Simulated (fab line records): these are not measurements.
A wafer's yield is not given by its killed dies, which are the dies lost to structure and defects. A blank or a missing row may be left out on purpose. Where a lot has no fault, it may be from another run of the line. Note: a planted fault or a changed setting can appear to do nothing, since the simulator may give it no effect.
Struck lot and sound lot, side by side || flow nand-harc || 14 steps out of a route of 1159
Sound: these wafers, L553.1, L553.2, L553.6. Wafers struck: L567.1, L567.2, L567.4. The cause comes at the end.
For every step that has rows: the tool of each side, followed by ch and its chambers, followed by its first start. Under that, the readings that differ: sound wafers || struck wafers || difference of the means || sigmas: that difference in standard deviations of wafers without a fault.
alike: words and numbers the same on both sides, and readings whose means are apart by under 2 such deviations; not compared: readings that were withheld, readings missing a value for some wafer, numbers with overlapping values and no deviation given by the record, and bounds like >300 which may hide the same value.
Wherever a step has rows on one side only, a row that says differs or no value, or a row with sigmas, the two part there. Numbers that don't overlap but have no deviation are shown without sigmas and don't part them. Lack of a reading on every wafer of one side parts them only where that side has two or more wafers.

first, 1 step without rows for these wafers: NHARC_A_ONON_D1_DEP_12 (target thk 1000 nm).
NHARC_A_ONON_D1_THK_MEAS_14: measures by ellipsometry.
  sound: film-metro-02 at day 8 19:28; struck: film-metro-01 at day 12 01:08
{"reading": "thk-nm (nm)", "sound": "980 981 979", "struck": "1006 1008 1008", "difference": "+27", "sigmas": "+2"}
then, 2 steps without rows for these wafers: NHARC_A_ONON_D1_ANNEAL_15 (time 3600 s); NHARC_A_ONON_D1_DEP_16 (target thk 1000 nm).
NHARC_A_ONON_D1_THK_MEAS_18: measures by ellipsometry.
  sound: film-metro-02 at day 9 02:36; struck: film-metro-02 at day 12 10:19
  alike: thk-nm
then, no rows for these wafers at 1 step: NHARC_A_ONON_D1_DEP_19 (target thk 1000 nm).
NHARC_A_ONON_D1_THK_MEAS_21: measures by ellipsometry.
  sound: film-metro-01 at day 9 03:10; struck: film-metro-02 at day 12 10:53
  alike: thk-nm
then, no rows for these wafers at 1 step: NHARC_A_ONON_D1_DEP_22 (target thk 1000 nm).
NHARC_A_ONON_D1_THK_MEAS_24: measures by ellipsometry.
  sound: film-metro-02 at day 9 03:45; struck: film-metro-01 at day 12 11:26
  alike: thk-nm
then, no rows for these wafers at 1 step: NHARC_A_ONON_D1_DEP_25 (target thk 1000 nm).
NHARC_A_ONON_D1_THK_MEAS_27: measures by ellipsometry.
  sound: film-metro-02 at day 9 04:19; struck: film-metro-01 at day 12 12:01
  alike: thk-nm
NHARC_A_ONON_D1_DEP_28: target thk 1000 nm.
  sound on pecvd-onon-02 ch 0, day 9 04:22; struck on pecvd-onon-02 ch 0, day 12 12:04
  alike: sih4-flow-sccm
NHARC_A_ONON_D1_THK_MEAS_30: measures by ellipsometry.
  sound: film-metro-01 at day 9 04:53; struck: film-metro-01 at day 12 12:35
{"reading": "thk-nm (nm)", "sound": "994 993 994", "struck": "962 962 964", "difference": -31, "sigmas": -3}
NHARC_A_ONON_D1_DEP_33: deposits SiO2, target thk 200 nm.
  sound on pecvd-01 ch 0,1,2, day 9 04:56; struck on pecvd-04 ch 1,2, day 12 12:41
  alike: chamber-pressure-Torr, heater-power-w, throttle-valve-pct

## WHERE THEY PART
At NHARC_A_ONON_D1_THK_MEAS_14 first; at NHARC_A_ONON_D1_THK_MEAS_30 last (within this record only). Later steps at which nothing parts them and some readings are alike: NHARC_A_ONON_D1_DEP_33.

WHY: whatever the simulator had introduced
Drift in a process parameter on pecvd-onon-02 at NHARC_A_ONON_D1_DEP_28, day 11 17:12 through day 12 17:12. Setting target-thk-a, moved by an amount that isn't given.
